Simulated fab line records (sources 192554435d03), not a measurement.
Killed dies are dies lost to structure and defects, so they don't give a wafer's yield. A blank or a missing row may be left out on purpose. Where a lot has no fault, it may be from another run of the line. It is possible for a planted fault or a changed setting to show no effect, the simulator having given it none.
Matching of chambers :: flow n5-finfet :: rie-diel-06 running N5_BEOL_M1_ETCH_77: 4 sister chambers
The step etches underlayer in N2/H2, target depth 6.5 nm, time 5.2 s. 4 wafers are shown with their chamber, then 10 later ones without.

== WAFERS WITH THEIR CHAMBER ==
wafer: L090.5
chamber: 3
drypump-motor-current-A (A): 4.8

wafer: L090.6
chamber: 0
drypump-motor-current-A (A): 5.0

wafer: L093.2
chamber: 1
drypump-motor-current-A (A): 6.3

wafer: L093.4
chamber: 2
drypump-motor-current-A (A): 5.6

== WAFERS WITH NO CHAMBER GIVEN ==
wafer: L093.5
drypump-motor-current-A (A): 5.0

wafer: L094.2
drypump-motor-current-A (A): 4.8

wafer: L094.4
drypump-motor-current-A (A): 5.7

wafer: L094.6
drypump-motor-current-A (A): 4.8

wafer: L095.3
drypump-motor-current-A (A): 6.3

wafer: L095.4
drypump-motor-current-A (A): 5.0

wafer: L095.6
drypump-motor-current-A (A): 6.3

wafer: L096.1
drypump-motor-current-A (A): 6.3

wafer: L096.5
drypump-motor-current-A (A): 5.6

wafer: L096.6
drypump-motor-current-A (A): 4.8

== WHICH CHAMBER EACH ONE RAN IN ==
wafer: L093.5
from the rows above: 0
in truth: 0

wafer: L094.2
from the rows above: 3
in truth: 3

wafer: L094.4
from the rows above: 2
in truth: 2

wafer: L094.6
from the rows above: 3
in truth: 3

wafer: L095.3
from the rows above: 1
in truth: 1

wafer: L095.4
from the rows above: 0
in truth: 0

wafer: L095.6
from the rows above: 1
in truth: 1

wafer: L096.1
from the rows above: 1
in truth: 1

wafer: L096.5
from the rows above: 2
in truth: 2

wafer: L096.6
from the rows above: 3
in truth: 3
Correct placement for 10 of the 10. Number that these rows cannot place: 0. Wrongly placed: 0.
How it was worked out, from the rows above alone: a wafer's distance from a chamber is the root of the sum, over the readings, of the square of ((its reading less the chamber's mean) divided by the reading's scatter). If the next closest chamber is less than 2 further off than the closest, the wafer can't be placed; otherwise it belongs to the closest. The mean given for a chamber averages the wafers shown for that chamber. The scatter: with one shown wafer a chamber, the root of the mean of the squares of how far each hidden wafer lies from its nearest shown one.
